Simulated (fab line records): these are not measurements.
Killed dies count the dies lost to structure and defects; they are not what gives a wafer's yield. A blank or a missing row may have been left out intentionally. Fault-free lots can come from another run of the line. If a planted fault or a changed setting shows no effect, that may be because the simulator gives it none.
A lot that was struck, set against a sound lot + flow n5_finfet + 16 out of 1938 route steps
Sound: wafers L983.3, L983.4, L983.5. Wafers struck: L993.1, L993.2, L993.4. The cause comes at the end.
For every step that has rows: the tool of each side, followed by ch and its chambers, followed by its first start. Under that, the readings that differ: sound wafers + struck wafers + difference of the means + sigmas: that difference in standard deviations of wafers without a fault.
alike: same words and numbers on both sides, and readings whose means sit less than 2 such deviations apart. not compared: any withheld reading, any reading some wafer has no value for, any bound like >300 that may hide the same value, and any number with overlapping values for which the record gives no deviation.
Wherever a step has rows on one side only, a row that says differs or no value, or a row with sigmas, the two part there. When numbers do not overlap yet have no deviation, they are printed without sigmas and do not part them. A reading missing from all wafers of one side parts the sides only when that side holds two or more wafers.

first, 12 steps without rows for these wafers: N5_SDB_ETCH_18 (etches SOC in N2/H2, target depth 100 nm, overetch 20 nm, time 150 s); N5_SDB_STRIP_19 (strips in N2/H2); N5_SDB_STRIP_21 (strips in CF4); N5_SDB_HM_OPEN_20 (chemistry CH3F/O2, target SiNx, stops on poly-Si, target depth 24 nm); N5_SDB_STRIP_22 (strips in N2/H2); N5_SDB_PRECLEAN_23 (cleans in dHF, time 30 s); N5_SDB_DUMMY_REMOVE_24 (chemistry TMAH, target poly-Si, stops on SiO2, target depth 142 nm, time 57 s, rinse time 30 s); N5_SDB_ETCH_25 (etches SiO2 in C4F6/O2, target depth 10 nm, time 3.3 s); N5_SDB_CUT_ETCH_26 (etches Si in HBr/Cl2/O2, target depth 129.6 nm, bt time 20 s, time 51.8 s); N5_SDB_PRECLEAN_38 (cleans in dHF, time 10 s); N5_SDB_PRECLEAN_39 (cleans in O3/DIW, time 45 s); N5_SDB_SRD_28 (time 30 s).
N5_SDB_ALD_29: deposits SiNx, target thk 30 nm, pulse time 1 s, ald cycles 600.
  sound on ald_sin-02 ch 0,3, day 4 11:49; struck on ald_sin-02 ch 1,2,3, day 7 00:45
  no value came back on the struck wafers for ald_cycles, chamber_pressure_Torr (Torr), heater_power_w (W), precursor_pulse_height_rel; on the sound wafers ald_cycles reads 600 600 600
  not compared: since_wet_clean_h
N5_SDB_CMP_30: polishes, stops on poly-Si, t overpolish 1.54 s, target thk 30 nm.
  sound on cmp-02 ch 0,2,3, day 4 14:38; struck on cmp-03 ch 0,1,2, day 7 03:31
| reading                | sound          | struck      | difference | sigmas |
|------------------------|----------------|-------------|------------|--------|
| time_to_endpoint_s (s) | 15.2 14.5 15.6 | 1.5 4.4 6.2 | -11.1      | -5     |
  alike: motor_current_A
  not compared: pad_life_wafers
N5_BEOL_M4_RC_MEAS_101:
  the record has rows for the sound wafers here (prober-01 ch 0, day 8 15:26) and none for the struck ones
-- here the record skips 8 days between the struck wafers' starts before and after, leaving off in module BEOL_M4 and picking up in module PASSIVATION (first step shown: number 1936 of the route) --
N5_PASSIVATION_PROBE_49:
  sound on prober-02 at day 12 15:05; struck on prober-02 at day 15 09:18
| reading                  | sound          | struck         | difference | sigmas |
|--------------------------|----------------|----------------|------------|--------|
| defect_limited_yield (%) | 90.5 90.8 91.4 | 0 0 0          | -91        | -65    |
| killed_at_front_end      | 41 51 42       | 1119 1107 1103 | +1065      | +89    |
| killed_dies              | 112 109 102    | 1180 1180 1180 | +1072      | +67    |
| killed_on_rim            | 16 12 10       | 152 152 152    | +139       | +37    |
| sort_bin_5_function (%)  | 5.8 5.4 4.6    | 96.5 96.9 96.6 | +91.4      | +95    |
| sort_n_pass              | 1068 1071 1078 | 0 0 0          | -1072      | -67    |
| sort_yield_pct (%)       | 90.5 90.8 91.4 | 0 0 0          | -91        | -65    |
  alike: killed_at_M0_to_M3, killed_at_M4_up, killed_at_contacts, killed_at_other, killed_open, killed_short, sort_bin_6_memory

== WHERE THEY PART ==
Earliest at N5_SDB_ALD_29; latest, in this record, at N5_PASSIVATION_PROBE_49.

WHY: whatever the simulator had introduced
Skipped step whole: ald_sin-02, from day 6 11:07 on, at N5_SDB_ALD_29. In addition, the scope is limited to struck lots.
